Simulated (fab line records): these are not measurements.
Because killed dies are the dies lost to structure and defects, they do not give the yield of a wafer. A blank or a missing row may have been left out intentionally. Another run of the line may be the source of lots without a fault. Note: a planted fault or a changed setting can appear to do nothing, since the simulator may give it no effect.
Comparing a struck lot with a sound one    flow n5Finfet    38 steps out of a route of 1938
Sound: wafers L264.1, L264.2, L264.6. Struck: wafer L259.3; the same lot's L259.1 was not struck, so it is left out; see the end for the cause.
Per side, at each step with rows, come the tool, then ch with its chambers, and then its first start. Under that, the readings that differ: sound wafers    struck wafers    difference of the means    sigmas: that difference in standard deviations of wafers without a fault.
alike: same words and numbers on both sides, and readings whose means sit less than 2 such deviations apart. not compared: any withheld reading, any reading some wafer has no value for, any bound like >300 that may hide the same value, and any number with overlapping values for which the record gives no deviation.
The two part at a step that has a row with sigmas, a row that says differs or no value, or rows on one side only. Numbers that have no deviation but don't overlap get no sigmas and don't part them. Lack of a reading on every wafer of one side parts them only where that side has two or more wafers.

first, 9 steps without rows for these wafers: N5_BEOL_M2_ANNEAL_95 (time 240 s); N5_BEOL_M2_SPUTTER_96 (material Cu, target thk 4.5 nm, time 8.29 s); N5_BEOL_M2_ECD_50 (material Cu, target thk 300 nm); N5_BEOL_M2_ANNEAL_51 (time 90 s); N5_BEOL_M2_CMP_52 (polishes, stops on SiOC, t overpolish 6.8 s, target thk 40 nm); N5_BEOL_M2_PRE_CLEAN_60 (time 15 s); N5_BEOL_M2_CO_CAP_55 (material Co, precursor CCTBA/H2, target thk 2 nm, time 102.1 s); N5_BEOL_M2_PRE_CLEAN_56 (time 15 s); N5_BEOL_M2_DEP_57 (deposits SiCN from 3MS/NH3, target thk 8 nm, time 14 s).
N5_BEOL_M3_ILD_DEP_00: deposits SiOC from DEMS/O2, target thk 79 nm, time 15.3 s.
  sound on pecvd-01 ch 0,1, day 13 05:42; struck on pecvd-02 ch 1, day 11 23:23
reading                                      sound           struck  difference  sigmas
heaterPowerW (W)                             397 487 302     598     +203        +3
model.SiOC_of_BEOL_M3_ILD_DEP_00.thkNm (nm)  77.8 76.8 78.8  99.6    +21.8       
  alike: showerheadPlenumPTorr, throttleValvePct
N5_BEOL_M3_THK_MEAS_01:
  struck on filmMetro-02, day 11 23:28; sound on filmMetro-02, day 13 05:46
reading          sound           struck  difference  sigmas
M3_ILD_THK (nm)  77.9 76.8 78.9  99.6    +21.7       +20
then, 24 steps without rows for these wafers: N5_BEOL_M3_PECVD_72 (deposits SiO2 from TEOS/O2, target thk 16 nm, time 18 s); N5_BEOL_M3_HM_DEP_02 (deposits TiN, target thk 20 nm); N5_BEOL_M3_COAT_61 (time 60 s, resist thk 60 nm); N5_BEOL_M3_COAT_62 (time 60 s, resist thk 12 nm); N5_BEOL_M3_COAT_73 (time 60 s, resist thk 5 nm); N5_BEOL_M3_COAT_05 (resist thk 30 nm); N5_BEOL_M3_EBR_07; N5_BEOL_M3_SOFTBAKE_06 (time 60 s); N5_BEOL_M3_EXPOSE_08 (exposes mask M3); N5_BEOL_M3_PEB_09 (peb time 60 s); N5_BEOL_M3_DEVELOP_10 (develop time 30 s); N5_BEOL_M3_DESCUM_16 (chemistry O2, time 7 s); N5_BEOL_M3_ETCH_74 (etches underlayer in N2/H2, target depth 6.5 nm, time 5.2 s); N5_BEOL_M3_ETCH_63 (etches SiARC in CF4, target depth 15.6 nm, time 26 s); N5_BEOL_M3_ETCH_64 (etches SOC in N2/H2, target depth 75 nm, overetch 15 nm, time 112.5 s); N5_BEOL_M3_STRIP_65 (strips in N2/H2); N5_BEOL_M3_STRIP_75 (strips in N2/H2); N5_BEOL_M3_STRIP_66 (strips in CF4); N5_BEOL_M3_HM_OPEN_17 (chemistry Cl2/BCl3, target TiN, target depth 20 nm, overetch 6 nm); N5_BEOL_M3_STRIP_19 (strips in O2); N5_BEOL_M3_COAT_67 (time 60 s, resist thk 60 nm); N5_BEOL_M3_COAT_68 (time 60 s, resist thk 12 nm); N5_BEOL_M3_COAT_76 (time 60 s, resist thk 5 nm); N5_BEOL_M3_COAT_22 (resist thk 30 nm).
N5_BEOL_M3_CMP_52: polishes, stops on SiOC, t overpolish 6.8 s, target thk 40 nm.
  sound on cmp-01 ch 1,2,3, day 14 10:36; struck on cmp-04 ch 3, day 12 19:35
reading                                      sound           struck  difference  sigmas
model.SiOC_of_BEOL_M3_ILD_DEP_00.thkNm (nm)  74.8 73.8 75.8  96.6    +21.8       
model.Cu_of_BEOL_M3_ECD_50.thkNm (nm)        35 36.2 37.8    59.8    +23.5       
  alike: motorCurrentA, retainingRingPressureFrac
N5_BEOL_M4_RC_MEAS_101:
  sound on prober-01 ch 0, day 15 04:20; struck on prober-01 ch 0, day 13 09:04
  alike: DIBL_N, DIBL_P, IOFF_N, IOFF_P, ION_N, ION_P, SS_N, SS_P, VT_N, VT_P
  not compared: CHAIN_V2, CHAIN_V2_max_site
-- here the record skips 5 days between the struck wafers' starts before and after, leaving off in module BEOL_M4 and picking up in module PASSIVATION (first step shown: number 1936 of the route) --
N5_PASSIVATION_PROBE_49:
  struck on prober-01, day 18 09:03; sound on prober-02, day 19 17:40
reading                  sound           struck  difference  sigmas
defectLimitedYield (%)   91.9 92.6 92.2  78.1    -14.1       -10
killed_at_M0_to_M3       28 30 40        193     +160        +16
killedDies               96 87 92        258     +166        +10
killedOpen               71 52 57        86      +26         +2
sort_bin_5_function (%)  4.4 4.6 4.8     16.6    +12.0       +13
sort_bin_6_memory (%)    3.3 2.5 2.7     4.8     +2.0        +3
sortNPass                1084 1093 1088  922     -166        -10
sortYieldPct (%)         91.9 92.6 92.2  78.1    -14.1       -10
  alike: killed_at_M4_up, killedAtContacts, killedAtFrontEnd, killedAtOther, killedShort

WHERE THEY PART
First at N5_BEOL_M3_ILD_DEP_00; last, within this record, at N5_PASSIVATION_PROBE_49.

WHY: what the simulator had put in
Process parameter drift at N5_BEOL_M3_ILD_DEP_00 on pecvd-02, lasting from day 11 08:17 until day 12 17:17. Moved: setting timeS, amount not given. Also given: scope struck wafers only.
